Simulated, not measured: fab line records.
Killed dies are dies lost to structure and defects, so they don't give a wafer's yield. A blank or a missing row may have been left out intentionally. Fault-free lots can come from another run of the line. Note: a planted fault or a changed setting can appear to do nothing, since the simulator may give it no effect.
Split-lot experiment | flow n5Finfet | 21 wafers read from 7 lots, route of 1938 steps

== ABOUT THE SPLIT ==
At N5_GATE_CUT_EXPOSE_10 (exposes mask GATE CUT, target cd 20 nm), the setting doseMj was moved away from the recipe's 43.25 on 10 of the 21 wafers read, by -3.4% to +7.3%. For the rest of the wafers, this setting stayed at what the recipe calls for.

== FROM THE SPLIT TO THE READING: what the file shows between them, 2 steps ==
- N5_GATE_CUT_PEB_11: peb time 60 s
- N5_GATE_CUT_DEVELOP_12: develop time 30 s

== THE READING ==
At N5_GATE_CUT_CD_MEAS_13: cdNm in nanometres, against a target cd of 20 nm. Fault-free wafers of this fab line usually give 20.08 nm, standard deviation 0.27 nm.

wafer  | tool, chamber at the split | doseMj as run | against the recipe | cdNm, nm | against lot-mates on the recipe
L074.1 | euvScanner-02, 0           | 43.25         | recipe             | 19.96    | -
L074.3 | euvScanner-02, 0           | 45.85         | +6.0%              | 20.96    | +1.00
L074.5 | euvScanner-02, 0           | 45.85         | +6.0%              | 20.95    | +0.99
L075.3 | euvScanner-02, 0           | 43.25         | recipe             | 20.22    | -
L075.4 | euvScanner-02, 0           | 43.25         | recipe             | 20.19    | -
L075.5 | euvScanner-02, 0           | 43.25         | recipe             | 20.24    | -
L079.2 | euvScanner-02, 0           | 42.41         | -1.9%              | 19.66    | -0.49
L079.4 | euvScanner-02, 0           | 42.41         | -1.9%              | 19.55    | -0.60
L079.6 | euvScanner-02, 0           | 43.25         | recipe             | 20.15    | -
L082.2 | euvScanner-01, 0           | 43.25         | recipe             | 20.32    | -
L082.5 | euvScanner-01, 0           | 45.83         | +6.0%              | 21.55    | +1.43
L082.6 | euvScanner-01, 0           | 43.25         | recipe             | 19.92    | -
L086.2 | euvScanner-01, 0           | 43.25         | recipe             | 19.75    | -
L086.4 | euvScanner-01, 0           | 46.42         | +7.3%              | 21.83    | +2.08
L086.6 | euvScanner-01, 0           | 46.42         | +7.3%              | 21.64    | +1.89
L091.1 | euvScanner-02, 0           | 45.87         | +6.1%              | 21.30    | +1.24
L091.3 | euvScanner-02, 0           | 43.25         | recipe             | 19.87    | -
L091.4 | euvScanner-02, 0           | 43.25         | recipe             | 20.25    | -
L092.2 | euvScanner-01, 0           | 41.8          | -3.4%              | 19.43    | -0.61
L092.3 | euvScanner-01, 0           | 43.25         | recipe             | 20.04    | -
L092.6 | euvScanner-01, 0           | 41.8          | -3.4%              | 19.31    | -0.73

THE FIT
A straight line over all 21 wafers: cdNm changes by +0.206 nm for each +1% of doseMj; r = +0.97; the points scatter about the line by 0.2 nm.
The same after taking each lot's own level away (the mean of its wafers on the recipe; 21 wafers): +0.227 nm for each +1%; r = +0.97; scatter 0.2 nm.
Per that fit: largest doseMj move, reading shift of 1.7 nm.
Measured against the standard deviation above, the lots' own levels, which go from 19.750 to 20.217 nm, span 1.7 times it.
The two slopes are in agreement: the lot-to-lot level therefore moves the slope only a little.
Check: with one of the wafers moved furthest among these (+7.3%) left out of the fit, the line predicts +1.55 nm for it against its lot-mates. Against them it came out at +2.08 nm.

== THE WHOLE CHAIN: every reading that the file lists as answering this split, in the file's order ==
step                   | what it does                                                | reading                                                        | change (the file's fit)               | r (the file's)
N5_GATE_CUT_CD_MEAS_13 | target cd 20 nm                                             | cdNm                                                           | +0.225 nm for each +1% of the setting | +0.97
N5_GATE_CUT_DESCUM_18  | chemistry O2, time 7 s                                      | GATE_CUT.cdNm (the simulator's own value, which no gauge read) | +0.189 nm for each +1% of the setting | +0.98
N5_GATE_CUT_ETCH_28    | etches underlayer in N2/H2, target depth 13 nm, time 10.4 s | GATE_CUT.cdNm (the simulator's own value, which no gauge read) | +0.208 nm for each +1% of the setting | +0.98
N5_GATE_CUT_ETCH_36    | etches SiARC in CF4, target depth 13 nm, time 21.7 s        | GATE_CUT.cdNm (the simulator's own value, which no gauge read) | +0.205 nm for each +1% of the setting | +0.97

== THE FILE'S OWN FIT ==
cdNm changes by +0.225 nm for each +1% of doseMj, r = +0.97.
